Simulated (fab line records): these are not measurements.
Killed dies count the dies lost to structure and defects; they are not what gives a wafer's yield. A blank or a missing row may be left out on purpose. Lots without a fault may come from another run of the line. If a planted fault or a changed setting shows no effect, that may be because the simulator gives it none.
Lot-split experiment + flow n5_finfet + on a route of 1938 steps: 7 lots, 21 wafers read

== ABOUT THE SPLIT ==
At N5_DUMMY_GATE_CVD_03 (deposits a-Si from SiH4, target thk 150 nm, time 8042 s), the setting temp_c was moved away from the recipe's 530 C on 18 of the 21 wafers read, by -3.2% to +4.5%. The other wafers ran this setting at the recipe's value.

The split's own step is where the reading is taken.

== THE READING ==
a-Si_of_DUMMY_GATE_CVD_03.thk_nm (the simulator's own value, which no gauge read), in nm, at N5_DUMMY_GATE_CVD_03 (deposits a-Si from SiH4, target thk 150 nm, time 8042 s). No usual value for it is given in the file. The 3 wafers here that ran the recipe average 150.8 nm, standard deviation 1.2 nm.

| wafer  | tool, chamber at the split | temp_c as run, C | against the recipe | a-Si_of_DUMMY_GATE_CVD_03.thk_nm, nm | against lot-mates on the recipe |
|--------|----------------------------|------------------|--------------------|--------------------------------------|---------------------------------|
| L076.3 | -, -                       | 543.5            | +2.5%              | 216.4                                | no lot-mate on the recipe       |
| L076.4 | -, -                       | 543.5            | +2.5%              | 216.4                                | no lot-mate on the recipe       |
| L076.5 | -, -                       | 543.5            | +2.5%              | 216.6                                | no lot-mate on the recipe       |
| L079.1 | -, -                       | 514.4            | -2.9%              | 93                                   | no lot-mate on the recipe       |
| L079.5 | -, -                       | 514.4            | -2.9%              | 93                                   | no lot-mate on the recipe       |
| L079.6 | -, -                       | 514.4            | -2.9%              | 92.4                                 | no lot-mate on the recipe       |
| L086.1 | -, -                       | 513.2            | -3.2%              | 91.6                                 | no lot-mate on the recipe       |
| L086.4 | -, -                       | 513.2            | -3.2%              | 90                                   | no lot-mate on the recipe       |
| L086.6 | -, -                       | 513.2            | -3.2%              | 89.6                                 | no lot-mate on the recipe       |
| L087.4 | -, -                       | 545.8            | +3.0%              | 230.8                                | no lot-mate on the recipe       |
| L087.5 | -, -                       | 545.8            | +3.0%              | 230.2                                | no lot-mate on the recipe       |
| L087.6 | -, -                       | 545.8            | +3.0%              | 231                                  | no lot-mate on the recipe       |
| L088.1 | -, -                       | 553.6            | +4.5%              | 284.2                                | no lot-mate on the recipe       |
| L088.5 | -, -                       | 553.6            | +4.5%              | 284                                  | no lot-mate on the recipe       |
| L088.6 | -, -                       | 553.6            | +4.5%              | 285.2                                | no lot-mate on the recipe       |
| L096.1 | -, -                       | 548.4            | +3.5%              | 249.2                                | no lot-mate on the recipe       |
| L096.2 | -, -                       | 548.4            | +3.5%              | 248.2                                | no lot-mate on the recipe       |
| L096.6 | -, -                       | 548.4            | +3.5%              | 248.2                                | no lot-mate on the recipe       |
| L097.1 | lpcvd-02, 1/15             | 530              | recipe             | 152.2                                | -                               |
| L097.3 | lpcvd-02, 1/25             | 530              | recipe             | 149.2                                | -                               |
| L097.6 | lpcvd-02, 1/39             | 530              | recipe             | 151                                  | -                               |

THE FIT
A straight line over all 21 wafers: a-Si_of_DUMMY_GATE_CVD_03.thk_nm changes by +24.6 nm for each +1% of temp_c; r = +0.99; the points scatter about the line by 8.3 nm.
Too few moved wafers have a lot-mate on the recipe to fit a line with each lot's own level taken away.

== THE FILE'S OWN FIT ==
a-Si_of_DUMMY_GATE_CVD_03.thk_nm changes by +24.6 nm for each +1% of temp_c, r = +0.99.
